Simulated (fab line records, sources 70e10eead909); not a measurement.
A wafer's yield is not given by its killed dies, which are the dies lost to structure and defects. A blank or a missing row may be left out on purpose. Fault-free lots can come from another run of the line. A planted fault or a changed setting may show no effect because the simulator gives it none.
fab line records	flow nandHarc
[record] lots = 24	wafers = 72	lastDay = 33
route steps=1302 shown A_CONTACT@1055
lots that met no fault: taken from a fault-free run of the same line
startH: hours from the record's opening day to when the first of the lot's shown wafers began	waitH: how many hours have passed since the lot's step before this one	" repeats the value in the row above	L1.1+2: a row that stands for several wafers	- no value present, or no start provided	* or withheld: withheld	< > ~ a bound
route shown NAME@n: NAME is a module with steps in the file, n the number in the route of the first one	usual: mean and standard deviation over wafers with no fault	same: alike in all rows	chamber/n: place in a boat	sites: readings site by site	_std_site: standard deviation across them	_edge_site: inner sites' mean taken away from outer sites' mean	radiusMm: for every site, how far away it sits from the centre of the wafer	mask NAME#n: copy n	behind: the tool/chamber that last shaped the wafer	hold: the reason the lot was held/the length of the hold in hours/how it ended	device: which transistor (n, p or np) failed to switch	end of line: the tests these same wafers got at the end of their route	a step without rows: its recipe alone	killed: dies that structure and defects cost at the first sort, which is not the same as the wafer's yield	map: a wafer's dies, marking killed ones x, the rest . and places with no die _
set.NAME: the setting as run; set.NAME@STEP: as run at that earlier step	model.NAME: the simulator's own value behind a step, which no gauge read
one table for each step of the route and one row for each wafer, over a sample of lots
services: from which hour (startH, from the record's first day; less than 0 if before it) a tool's chamber was out of use, for how many hours, and why
[[steps]]
[step NHARC_A_CONTACT_ETCH_132]
[recipe] sourceW = withheld	pressureMtorr = 20	biasV = 3000	timeS = 197	targetDepthA = 19240	arFlowSccm = withheld	c4f8FlowSccm = withheld	o2FlowSccm = withheld	chemistry = C4F8/O2/Ar
lot.wafer	tool	chamber	startH	waitH	rfHoursCounterH
L074.1	harCapEtch-01	1	482.00	0.1	128
L074.2	"	0	"	"	128
L074.4	"	0	"	"	-
L075.1	harCapEtch-03	1	508.93	0.1	46
L075.3	"	0	"	"	-
L075.6	"	1	"	"	-
L077.4	harCapEtch-02	1	523.58	0.1	-
L077.5	"	0	"	"	-
L077.6	"	1	"	"	-
L076.1	harCapEtch-03	0	524.88	0.1	50
L076.4	"	1	"	"	-
L076.5	"	1	"	"	-
L078.2	harCapEtch-03	1	550.66	0.1	54
L078.1	"	0	"	"	54
L078.6	"	1	"	"	-
L079.1	harCapEtch-01	0	554.18	0.1	6
L079.4	"	0	"	"	-
L079.6	"	1	"	"	-
L080.2	harCapEtch-02	0	560.67	0.1	98
L080.3	"	0	"	"	-
L080.5	"	0	"	"	-
L081.2	harCapEtch-01	1	570.52	0.1	9
L081.4	"	0	"	"	-
L081.3	"	1	"	"	-
L082.3	harCapEtch-03	0	573.94	0.1	-
L082.4	"	1	"	"	-
L082.5	"	1	"	"	-
L083.4	harCapEtch-02	1	587.45	0.1	-
L083.3	"	0	"	"	-
L083.6	"	0	"	"	-
L085.1	harCapEtch-01	1	600.19	0.1	16
L085.4	"	1	"	"	-
L085.3	"	0	"	"	-
L084.1	harCapEtch-03	0	602.19	0.1	65
L084.5	"	1	"	"	-
L084.6	"	0	"	"	-
L086.2	harCapEtch-01	1	620.88	0.2	19
L086.5	"	0	"	"	-
L086.6	"	1	"	"	-
L087.1	harCapEtch-03	0	622.19	0.1	69
L087.2	"	1	"	"	69
L087.6	"	0	"	"	-
L089.1	harCapEtch-01	1	650.90	0.1	22
L089.2	"	0	"	"	22
L089.6	"	1	"	"	-
L088.1	harCapEtch-01	0	656.49	0.1	24
L088.4	"	0	"	"	-
L088.5	"	1	"	"	-
L090.1	harCapEtch-02	0	663.81	0.1	116
L090.4	"	0	"	"	-
L090.6	"	0	"	"	-
L091.1	harCapEtch-03	1	666.04	0.1	77
L091.2	"	0	"	"	77
L091.4	"	1	"	"	-
L092.2	harCapEtch-01	0	671.31	0.1	28
L092.4	"	0	"	"	-
L092.6	"	0	"	"	-
L093.1	harCapEtch-01	1	693.86	0.2	31
L093.2	"	0	"	"	31
L093.5	"	0	"	"	-
L094.1	harCapEtch-02	1	695.21	0.1	121
L094.4	"	0	"	"	-
L094.5	"	0	"	"	-
L095.2	harCapEtch-02	1	714.64	0.1	125
L095.4	"	0	"	"	-
L095.5	"	0	"	"	-
L096.2	harCapEtch-03	1	718.59	0.1	86
L096.4	"	0	"	"	-
L096.6	"	0	"	"	-
L097.2	harCapEtch-01	1	721.43	0.1	37
L097.4	"	1	"	"	-
L097.6	"	1	"	"	-
[step NHARC_A_CONTACT_CD_MEAS_80]
[usual] cdNm = 289.5/0.78
lot.wafer	tool	chamber	startH	waitH	cdNm
L074.1	cdSem-03	-	483.18	-	290.0
L074.2	"	-	"	"	289.2
L074.4	"	-	"	"	289.8
L075.1	cdSem-01	-	510.09	-	289.8
L075.3	"	-	"	"	290.2
L075.6	"	-	"	"	290.5
L077.4	cdSem-03	-	524.68	-	289.6
L077.5	"	-	"	"	288.7
L077.6	"	-	"	"	288.5
L076.1	cdSem-03	-	526.07	-	290.1
L076.4	"	-	"	"	289.4
L076.5	"	-	"	"	289.9
L078.1	cdSem-03	-	551.84	-	288.6
L078.2	"	-	"	"	288.8
L078.6	"	-	"	"	288.6
L079.1	cdSem-03	-	555.36	-	289.0
L079.4	"	-	"	"	290.2
L079.6	"	-	"	"	290.2
L080.2	cdSem-01	-	561.84	-	289.1
L080.3	"	-	"	"	288.7
L080.5	"	-	"	"	288.6
L081.2	cdSem-02	-	571.68	-	289.2
L081.3	"	-	"	"	289.4
L081.4	"	-	"	"	289.9
L082.3	cdSem-02	-	575.10	-	289.4
L082.4	"	-	"	"	289.4
L082.5	"	-	"	"	289.4
L083.3	cdSem-03	-	588.68	-	290.4
L083.4	"	-	"	"	290.9
L083.6	"	-	"	"	290.8
L085.1	cdSem-02	-	601.37	-	287.9
L085.3	"	-	"	"	288.1
L085.4	"	-	"	"	287.9
L084.1	cdSem-03	-	603.34	-	289.2
L084.5	"	-	"	"	289.3
L084.6	"	-	"	"	288.9
L086.2	cdSem-02	-	622.22	-	290.6
L086.5	"	-	"	"	290.8
L086.6	"	-	"	"	290.7
L087.1	cdSem-01	-	623.37	-	289.8
L087.2	"	-	"	"	288.8
L087.6	"	-	"	"	288.7
L089.1	cdSem-03	-	652.09	-	289.8
L089.2	"	-	"	"	289.3
L089.6	"	-	"	"	289.5
L088.1	cdSem-01	-	657.70	-	290.9
L088.4	"	-	"	"	290.1
L088.5	"	-	"	"	290.7
L090.1	cdSem-03	-	664.99	-	289.0
L090.4	"	-	"	"	290.3
L090.6	"	-	"	"	289.6
L091.1	cdSem-03	-	667.23	-	290.1
L091.2	"	-	"	"	289.3
L091.4	"	-	"	"	290.1
L092.2	cdSem-03	-	672.49	-	289.7
L092.4	"	-	"	"	289.3
L092.6	"	-	"	"	289.3
L093.1	cdSem-01	-	695.05	-	289.9
L093.2	"	-	"	"	290.1
L093.5	"	-	"	"	289.9
L094.1	cdSem-03	-	696.35	-	289.5
L094.4	"	-	"	"	290.3
L094.5	"	-	"	"	289.5
L095.2	cdSem-01	-	715.82	-	289.1
L095.4	"	-	"	"	288.6
L095.5	"	-	"	"	288.7
L096.2	cdSem-03	-	719.78	-	290.3
L096.4	"	-	"	"	290.0
L096.6	"	-	"	"	290.1
L097.2	cdSem-02	-	723.57	-	288.8
L097.4	"	-	"	"	288.7
L097.6	"	-	"	"	289.0
[step NHARC_A_CONTACT_CD_MEAS_08]
[recipe] targetCdNm = 200	landingEnergyEv = 500
[usual] cdNm = 200.0/0.42
lot.wafer	tool	chamber	startH	waitH	cdNm
L074.1	cdSem-03	0	486.46	-	200.7
L074.2	"	0	"	"	200.7
L074.4	"	0	"	"	200.4
L075.1	cdSem-02	0	513.53	-	200.2
L075.3	"	0	"	"	200.2
L075.6	"	0	"	"	200.9
L077.4	cdSem-02	0	528.56	-	199.6
L077.5	"	0	"	"	200.0
L077.6	"	0	"	"	200.3
L076.1	cdSem-03	0	530.29	-	199.9
L076.4	"	0	"	"	199.7
L076.5	"	0	"	"	200.3
L078.1	cdSem-02	0	557.16	-	200.0
L078.2	"	0	"	"	200.9
L078.6	"	0	"	"	200.4
L079.1	cdSem-01	0	560.87	-	200.3
L079.4	"	0	"	"	200.7
L079.6	"	0	"	"	200.3
L080.2	cdSem-03	0	570.02	-	200.3
L080.3	"	0	"	"	199.9
L080.5	"	0	"	"	199.9
L081.2	cdSem-03	0	575.11	-	199.2
L081.3	"	0	"	"	200.0
L081.4	"	0	"	"	199.5
L082.3	cdSem-01	0	578.85	-	200.0
L082.4	"	0	"	"	200.8
L082.5	"	0	"	"	199.9
L083.3	cdSem-02	0	592.12	-	199.9
L083.4	"	0	"	"	200.3
L083.6	"	0	"	"	199.3
L085.1	cdSem-03	0	604.79	-	199.9
L085.3	"	0	"	"	199.4
L085.4	"	0	"	"	199.4
L084.1	cdSem-03	0	606.76	-	199.6
L084.5	"	0	"	"	199.8
L084.6	"	0	"	"	199.4
L086.2	cdSem-01	0	625.63	-	200.2
L086.5	"	0	"	"	199.8
L086.6	"	0	"	"	200.5
L087.1	cdSem-03	0	626.63	-	199.7
L087.2	"	0	"	"	199.5
L087.6	"	0	"	"	200.1
L089.1	cdSem-01	0	658.91	-	199.9
L089.2	"	0	"	"	198.8
L089.6	"	0	"	"	200.1
L088.1	cdSem-01	0	661.09	-	200.7
L088.4	"	0	"	"	200.2
L088.5	"	0	"	"	200.5
L090.1	cdSem-01	0	669.88	-	200.1
L090.4	"	0	"	"	199.9
L090.6	"	0	"	"	200.0
L091.1	cdSem-02	0	670.63	-	199.8
L091.2	"	0	"	"	200.2
L091.4	"	0	"	"	200.4
L092.2	cdSem-01	0	676.04	-	199.3
L092.4	"	0	"	"	199.9
L092.6	"	0	"	"	199.9
L093.1	cdSem-02	0	698.45	-	199.9
L093.2	"	0	"	"	200.2
L093.5	"	0	"	"	200.4
L094.1	cdSem-01	0	700.06	-	199.8
L094.4	"	0	"	"	199.9
L094.5	"	0	"	"	200.2
L095.2	cdSem-02	0	721.18	-	199.7
L095.4	"	0	"	"	200.1
L095.5	"	0	"	"	200.2
L096.2	cdSem-01	0	723.76	-	199.7
L096.4	"	0	"	"	200.4
L096.6	"	0	"	"	199.6
L097.2	cdSem-03	0	726.97	-	200.2
L097.4	"	0	"	"	199.8
L097.6	"	0	"	"	200.0
[step NHARC_A_CONTACT_ETCH_137]
[recipe] sourceW = withheld	pressureMtorr = 20	biasV = 1200	timeS = 311	targetDepthA = 19120	arFlowSccm = withheld	c4f8FlowSccm = withheld	o2FlowSccm = withheld	chemistry = C4F8/O2/Ar
lot.wafer	tool	chamber	startH	waitH	rfHoursCounterH
L074.2	harCapEtch-01	0	488.51	0.2	129
L074.1	"	1	"	"	129
L074.4	"	1	"	"	-
L075.1	harCapEtch-01	0	515.87	0.3	1
L075.3	"	0	"	"	-
L075.6	"	1	"	"	-
L077.4	harCapEtch-01	1	531.40	0.3	-
L077.6	"	1	"	"	-
L077.5	"	0	"	"	-
L076.1	harCapEtch-02	1	532.34	0.2	92
L076.4	"	0	"	"	-
L076.5	"	0	"	"	-
L078.1	harCapEtch-01	1	559.39	0.3	7
L078.2	"	0	"	"	7
L078.6	"	0	"	"	-
L079.1	harCapEtch-03	0	562.94	0.2	57
L079.4	"	0	"	"	-
L079.6	"	0	"	"	-
L080.2	harCapEtch-02	0	572.12	0.2	100
L080.3	"	1	"	"	-
L080.5	"	1	"	"	-
L081.2	harCapEtch-02	0	577.56	0.2	101
L081.3	"	0	"	"	-
L081.4	"	1	"	"	-
L082.3	harCapEtch-03	1	581.17	0.2	-
L082.4	"	0	"	"	-
L082.5	"	1	"	"	-
L083.4	harCapEtch-02	0	594.43	0.2	-
L083.3	"	1	"	"	-
L083.6	"	0	"	"	-
L085.1	harCapEtch-02	0	606.85	0.2	105
L085.4	"	0	"	"	-
L085.3	"	1	"	"	-
L084.1	harCapEtch-01	0	608.85	0.2	17
L084.5	"	1	"	"	-
L084.6	"	0	"	"	-
L086.2	harCapEtch-02	0	627.68	0.2	109
L086.6	"	0	"	"	-
L086.5	"	1	"	"	-
L087.2	harCapEtch-01	1	628.93	0.3	20
L087.1	"	0	"	"	20
L087.6	"	0	"	"	-
L089.1	harCapEtch-01	1	660.96	0.2	25
L089.2	"	0	"	"	25
L089.6	"	1	"	"	-
L088.1	harCapEtch-01	0	663.18	0.2	26
L088.4	"	0	"	"	-
L088.5	"	1	"	"	-
L090.1	harCapEtch-02	0	672.24	0.2	117
L090.4	"	0	"	"	-
L090.6	"	1	"	"	-
L091.1	harCapEtch-03	1	672.69	0.2	78
L091.2	"	0	"	"	78
L091.4	"	0	"	"	-
L092.2	harCapEtch-01	1	678.09	0.2	29
L092.4	"	0	"	"	-
L092.6	"	0	"	"	-
L093.2	harCapEtch-03	1	700.50	0.2	82
L093.1	"	0	"	"	82
L093.5	"	0	"	"	-
L094.1	harCapEtch-01	0	702.86	0.2	32
L094.4	"	0	"	"	-
L094.5	"	0	"	"	-
L095.2	harCapEtch-02	1	723.39	0.2	126
L095.4	"	0	"	"	-
L095.5	"	0	"	"	-
L096.2	harCapEtch-03	0	726.19	0.2	87
L096.4	"	1	"	"	-
L096.6	"	0	"	"	-
L097.2	harCapEtch-01	0	729.24	0.2	38
L097.4	"	0	"	"	-
L097.6	"	0	"	"	-
[step NHARC_A_CONTACT_ETCH_138]
[recipe] sourceW = withheld	pressureMtorr = 20	biasV = 1200	timeS = 311	targetDepthA = 19140	arFlowSccm = withheld	c4f8FlowSccm = withheld	o2FlowSccm = withheld	chemistry = C4F8/O2/Ar
lot.wafer	tool	chamber	startH	waitH	rfHoursCounterH
L074.2	harCapEtch-01	0	488.79	0.2	130
L074.1	"	1	"	"	130
L074.4	"	1	"	"	-
L075.1	harCapEtch-01	0	516.24	0.3	1
L075.3	"	0	"	"	-
L075.6	"	1	"	"	-
L077.4	harCapEtch-01	1	531.67	0.2	-
L077.6	"	1	"	"	-
L077.5	"	0	"	"	-
L076.1	harCapEtch-02	1	532.61	0.2	92
L076.4	"	0	"	"	-
L076.5	"	0	"	"	-
L078.1	harCapEtch-01	1	559.76	0.3	8
L078.2	"	0	"	"	8
L078.6	"	0	"	"	-
L079.1	harCapEtch-03	0	563.21	0.2	57
L079.4	"	0	"	"	-
L079.6	"	0	"	"	-
L080.2	harCapEtch-02	0	572.39	0.2	100
L080.3	"	1	"	"	-
L080.5	"	1	"	"	-
L081.2	harCapEtch-02	0	577.83	0.2	101
L081.3	"	0	"	"	-
L081.4	"	1	"	"	-
L082.3	harCapEtch-03	1	581.44	0.2	-
L082.4	"	0	"	"	-
L082.5	"	1	"	"	-
L083.4	harCapEtch-02	0	594.70	0.2	-
L083.3	"	1	"	"	-
L083.6	"	0	"	"	-
L085.1	harCapEtch-02	0	607.12	0.2	106
L085.4	"	0	"	"	-
L085.3	"	1	"	"	-
L084.1	harCapEtch-01	0	609.13	0.2	17
L084.5	"	1	"	"	-
L084.6	"	0	"	"	-
L086.2	harCapEtch-02	0	627.95	0.2	109
L086.6	"	0	"	"	-
L086.5	"	1	"	"	-
L087.2	harCapEtch-01	1	629.30	0.3	20
L087.1	"	0	"	"	20
L087.6	"	0	"	"	-
L089.1	harCapEtch-01	1	661.23	0.2	25
L089.2	"	0	"	"	25
L089.6	"	1	"	"	-
L088.1	harCapEtch-01	0	663.45	0.2	26
L088.4	"	0	"	"	-
L088.5	"	1	"	"	-
L090.1	harCapEtch-02	0	672.51	0.2	117
L090.4	"	0	"	"	-
L090.6	"	1	"	"	-
L091.1	harCapEtch-03	1	672.97	0.2	79
L091.2	"	0	"	"	79
L091.4	"	0	"	"	-
L092.2	harCapEtch-01	1	678.37	0.2	30
L092.4	"	0	"	"	-
L092.6	"	0	"	"	-
L093.2	harCapEtch-03	1	700.77	0.2	82
L093.1	"	0	"	"	82
L093.5	"	0	"	"	-
L094.1	harCapEtch-01	0	703.13	0.2	33
L094.4	"	0	"	"	-
L094.5	"	0	"	"	-
L095.2	harCapEtch-02	1	723.66	0.2	126
L095.4	"	0	"	"	-
L095.5	"	0	"	"	-
L096.2	harCapEtch-03	0	726.46	0.2	88
L096.4	"	1	"	"	-
L096.6	"	0	"	"	-
L097.2	harCapEtch-01	0	729.51	0.2	38
L097.4	"	0	"	"	-
L097.6	"	0	"	"	-
[step NHARC_A_CONTACT_INSPECT_23]
[usual] rawDefectCount = 505/120
lot.wafer	tool	chamber	startH	waitH	rawDefectCount
L074.1	defectInspect-02	-	492.26	0.1	448
L074.2	"	-	"	"	514
L074.4	"	-	"	"	465
L075.1	defectInspect-02	-	519.91	0.1	538
L075.3	"	-	"	"	467
L075.6	"	-	"	"	520
L077.4	defectInspect-02	-	535.05	0.1	712
L077.5	"	-	"	"	397
L077.6	"	-	"	"	531
L076.1	defectInspect-02	-	536.16	0.1	468
L076.4	"	-	"	"	410
L076.5	"	-	"	"	531
L078.1	defectInspect-01	-	563.45	0.1	519
L078.2	"	-	"	"	534
L078.6	"	-	"	"	454
L079.1	defectInspect-02	-	566.70	0.1	493
L079.4	"	-	"	"	521
L079.6	"	-	"	"	644
L080.2	defectInspect-02	-	575.85	0.1	890
L080.3	"	-	"	"	570
L080.5	"	-	"	"	748
L081.2	defectInspect-01	-	581.39	0.1	481
L081.3	"	-	"	"	649
L081.4	"	-	"	"	556
L082.3	defectInspect-02	-	584.82	0.1	621
L082.4	"	-	"	"	420
L082.5	"	-	"	"	713
L083.3	defectInspect-02	-	598.11	0.1	692
L083.4	"	-	"	"	1144
L083.6	"	-	"	"	426
L085.1	defectInspect-01	-	610.60	0.1	604
L085.3	"	-	"	"	425
L085.4	"	-	"	"	526
L084.1	defectInspect-02	-	612.56	0.1	518
L084.5	"	-	"	"	462
L084.6	"	-	"	"	480
L086.2	defectInspect-02	-	631.63	0.1	506
L086.5	"	-	"	"	487
L086.6	"	-	"	"	532
L087.1	defectInspect-02	-	632.97	0.1	482
L087.2	"	-	"	"	603
L087.6	"	-	"	"	430
L089.1	defectInspect-01	-	664.76	0.1	514
L089.2	"	-	"	"	403
L089.6	"	-	"	"	395
L088.1	defectInspect-01	-	666.89	0.1	694
L088.4	"	-	"	"	609
L088.5	"	-	"	"	472
L090.1	defectInspect-01	-	675.96	0.1	731
L090.4	"	-	"	"	525
L090.6	"	-	"	"	502
L091.1	defectInspect-02	-	676.47	0.1	662
L091.2	"	-	"	"	589
L091.4	"	-	"	"	498
L092.2	defectInspect-01	-	681.85	0.1	327
L092.4	"	-	"	"	411
L092.6	"	-	"	"	380
L093.1	defectInspect-01	-	704.37	0.1	377
L093.2	"	-	"	"	458
L093.5	"	-	"	"	407
L094.1	defectInspect-01	-	706.84	0.1	468
L094.4	"	-	"	"	454
L094.5	"	-	"	"	456
L095.2	defectInspect-01	-	727.26	0.1	277
L095.4	"	-	"	"	310
L095.5	"	-	"	"	337
L096.2	defectInspect-02	-	730.07	0.1	383
L096.4	"	-	"	"	418
L096.6	"	-	"	"	368
L097.2	defectInspect-01	-	733.81	0.1	374
L097.4	"	-	"	"	483
L097.6	"	-	"	"	389
[[services]]
tool	chamber	startH	hours	kind
harCapEtch-01	-	497.00	17.0	pm
harCapEtch-01	0	497.00	17.0	ventCycle
harCapEtch-01	1	497.00	17.0	ventCycle
harCapEtch-01	0	514.00	-	clean
harCapEtch-01	1	514.00	-	clean
harCapEtch-03	-	514.70	3.3	repair
[[key]]
fault none
